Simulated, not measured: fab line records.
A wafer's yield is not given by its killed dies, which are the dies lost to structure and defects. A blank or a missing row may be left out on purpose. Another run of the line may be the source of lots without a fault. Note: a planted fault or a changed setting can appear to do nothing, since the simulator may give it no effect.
Which tool was responsible? -- flow nand_harc -- Sampling: 14 lots, 42 wafers, 4 of 1302 route steps

## WHAT THE GAUGES READ, wafer by wafer
The record holds no reading of a measuring or inspecting step that can be judged against a usual standard deviation.

## TOOL THAT RAN EACH LOT (tool first, then ch and the chambers of the sampled wafers, then the start)
lot,NHARC_A_DECK1_JOINT_ETCHBACK_07,NHARC_A_DECK1_JOINT_CMP_13,NHARC_A_DECK1_JOINT_ANNEAL_27,NHARC_A_DECK1_JOINT_CMP_02
L765,"rie_si-06 ch 0,2, day 11 06:05","cmp-02 ch 0,3, day 11 16:13","furnace-02 ch 0, day 12 04:39","cmp-02 ch 1,2,3, day 12 16:01"
L764,"rie_si-01 ch 0,1,2, day 11 06:05","cmp-04 ch 0,3, day 11 16:14","furnace-02 ch 0, day 12 04:39","cmp-03 ch 1,2, day 12 15:58"
L763,"rie_si-05 ch 1,2, day 11 13:51","cmp-02 ch 1,2,3, day 12 00:13","furnace-05 ch 0, day 12 10:24","cmp-02 ch 0,1,3, day 13 02:45"
L771,"rie_si-05 ch 1,2, day 14 08:16","cmp-03 ch 0,1,3, day 14 18:37","furnace-05, day 15 06:56","cmp-02 ch 1,2,3, day 15 23:06"
L770,"rie_si-01 ch 0,1, day 14 08:17","cmp-02 ch 0,1,2, day 14 18:34","furnace-05, day 15 06:56","cmp-04 ch 0,1,3, day 15 23:03"
L777,"rie_si-06 ch 2,3, day 16 20:23","cmp-03 ch 0,1, day 17 06:40","furnace-02 ch 0, day 17 17:58","cmp-04 ch 0,3, day 18 05:12"
L778,"rie_si-01 ch 0,2,3, day 16 20:23","cmp-02 ch 0,1,3, day 17 06:41","furnace-02 ch 0, day 17 17:58","cmp-03 ch 2,3, day 18 05:12"
L776,"rie_si-05 ch 0,1, day 17 00:16","cmp-03 ch 0,1,3, day 17 11:36","furnace-02 ch 0, day 17 21:28","cmp-02 ch 0,1,3, day 18 05:15"
L780,"rie_si-06 ch 0,2,3, day 17 21:07","cmp-03 ch 1,2,3, day 18 07:43","furnace-02 ch 0, day 18 17:35","cmp-02 ch 0,1,3, day 19 05:14"
L781,"rie_si-05 ch 0,2, day 18 03:28","cmp-02 ch 0,3, day 18 13:46","furnace-02 ch 0, day 19 00:01","cmp-03 ch 0,1, day 19 10:48"
L782,"rie_si-01 ch 1,2, day 18 16:02","cmp-03 ch 0,2,3, day 19 02:13","furnace-02 ch 0, day 19 12:01","cmp-04 ch 1,2,3, day 20 00:35"
L783,"rie_si-05 ch 1,2,3, day 19 00:00","cmp-02 ch 0,2,3, day 19 10:17","furnace-02 ch 0, day 19 20:11","cmp-02 ch 1,2,3, day 20 11:20"
L785,"rie_si-01 ch 0,2,3, day 20 05:08","cmp-02 ch 1,3, day 20 15:25","furnace-02 ch 0, day 21 01:13","cmp-04 ch 0,1,3, day 21 15:12"
L786,"rie_si-05 ch 0,1,2, day 20 09:55","cmp-04 ch 1,2,3, day 20 20:07","furnace-02 ch 0, day 21 07:13","cmp-03 ch 1,2,3, day 21 20:46"
- NHARC_A_DECK1_JOINT_ETCHBACK_07: etches the open film in HBr, target depth 105 nm, time 26.9 s.
- NHARC_A_DECK1_JOINT_CMP_13: polishes, target thk 51.023 nm.
- NHARC_A_DECK1_JOINT_ANNEAL_27: time 3600 s.
- NHARC_A_DECK1_JOINT_CMP_02: polishes SiOx.

## AS READ BY THE TOOLS THEMSELVES (means over the sampled wafers that have a number; for cases with no such wafer, the mark the record gives instead)
NHARC_A_DECK1_JOINT_ETCHBACK_07.
lot,tool,drypump_motor_current_A (A),he_backside_leak_sccm (sccm),oes_product_au (a.u.),throttle_valve_pct (%)
L765,rie_si-06,5.6,2.65,1.000,23.267
L764,rie_si-01,5.2,2.60,0.994,23.264
L763,rie_si-05,5.1,2.63,0.988,23.262
L771,rie_si-05,5.1,2.74,0.996,23.268
L770,rie_si-01,5.3,2.67,1.000,23.272
L777,rie_si-06,5.9,2.63,0.992,23.266
L778,rie_si-01,5.4,2.65,0.996,23.271
L776,rie_si-05,5.3,2.90,0.998,23.264
L780,rie_si-06,5.8,2.65,0.997,23.270
L781,rie_si-05,5.2,2.81,0.993,23.266
L782,rie_si-01,4.9,2.65,1.002,23.274
L783,rie_si-05,5.1,2.69,0.994,23.263
L785,rie_si-01,5.4,2.58,0.993,23.267
L786,rie_si-05,5.3,2.77,0.997,23.270

NHARC_A_DECK1_JOINT_CMP_13.
lot,tool,edge_zone_pressure_frac,motor_current_A (A),time_to_endpoint_s (s)
L765,cmp-02,1.000,11.5,7.4
L764,cmp-04,1.004,11.8,8.8
L763,cmp-02,0.998,11.6,8.5
L771,cmp-03,1.002,12.4,12.3
L770,cmp-02,1.004,12.0,9.6
L777,cmp-03,1.001,13.0,10.5
L778,cmp-02,0.999,12.3,11.6
L776,cmp-03,0.999,12.5,9.8
L780,cmp-03,0.999,11.5,12.1
L781,cmp-02,0.993,11.7,12.2
L782,cmp-03,1.002,11.8,11.3
L783,cmp-02,1.002,11.4,7.3
L785,cmp-02,0.997,12.7,9.4
L786,cmp-04,1.000,11.6,5.0

NHARC_A_DECK1_JOINT_ANNEAL_27.
lot,tool,densification_p_h2o_torr (Torr),ramp_up_c_per_min,spike_tc_centre_C (C),tube_center_temp_C (C)
L765,furnace-02,641.1,10.000,401.5,400.04
L764,furnace-02,640.9,9.999,402.1,400.03
L763,furnace-05,639.1,10.002,398.8,400.00
L771,furnace-05,-,-,-,-
L770,furnace-05,-,-,-,-
L777,furnace-02,639.9,10.001,401.5,399.96
L778,furnace-02,640.2,9.998,401.5,399.99
L776,furnace-02,639.1,10.001,402.0,399.96
L780,furnace-02,639.5,10.001,402.0,400.00
L781,furnace-02,638.5,9.998,400.7,400.01
L782,furnace-02,639.2,10.000,401.6,399.97
L783,furnace-02,640.2,10.001,401.6,400.02
L785,furnace-02,639.3,10.000,401.2,399.99
L786,furnace-02,640.4,10.000,401.1,399.99

NHARC_A_DECK1_JOINT_CMP_02.
lot,tool,edge_zone_pressure_frac,motor_current_A (A)
L765,cmp-02,1.000,11.7
L764,cmp-03,1.000,11.1
L763,cmp-02,0.998,12.2
L771,cmp-02,0.999,12.2
L770,cmp-04,0.998,11.8
L777,cmp-04,1.004,12.5
L778,cmp-03,1.002,11.3
L776,cmp-02,1.002,11.8
L780,cmp-02,1.004,12.3
L781,cmp-03,0.994,13.1
L782,cmp-04,1.003,11.6
L783,cmp-02,1.005,11.7
L785,cmp-04,0.998,11.6
L786,cmp-03,0.996,11.4

## THE ANSWER, worked out from the rows above alone
Rule: the usual values come from the lots themselves. The widest of any qualifying gaps counts: lots, ordered by their means at a reading, are off when they make up no more than a third of the lots, leave a main group of 4 or more, and stand apart from it by 3 or more times the standard deviation of that group's means. The tables above print the reading to a certain number of digits; a main group whose means all agree to those digits is not used. Also off: a lot with no number at a reading for which 4 or more lots have one. The other lots that the step has rows for count as sound. First the gauges in route order, then the tools' own readings, where a lot's mean is used as printed above. The first step at which some lot is off is used, and at that step the reading that is off furthest; a lot without a number counts as furthest.
Off, at NHARC_A_DECK1_JOINT_ANNEAL_27 on densification_p_h2o_torr: L771, L770. Without a number there: L771, L770. The main group: mean 639.8 Torr, standard deviation 0.76.
A tool fits if, at that step or a process step before it, it ran every lot that is off, and no sound lot after the first of them. One fits: furnace-05 at NHARC_A_DECK1_JOINT_ANNEAL_27. Its last sound lot is L763 (day 12 10:24), its first lot that is off L770 (day 15 06:56): a fault that began between those two fits.
Blank at NHARC_A_DECK1_JOINT_ANNEAL_27 on the lots that are off, where sound lots have numbers: densification_p_h2o_torr, ramp_up_c_per_min, spike_tc_centre_C, tube_center_temp_C.

## WHAT WAS PUT IN BY THE SIMULATOR
Entire step skipped (furnace-05, NHARC_A_DECK1_JOINT_ANNEAL_27), from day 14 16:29 onward. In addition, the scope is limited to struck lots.
Lots struck among those shown: L771, L770. The rule given above showed the same thing.
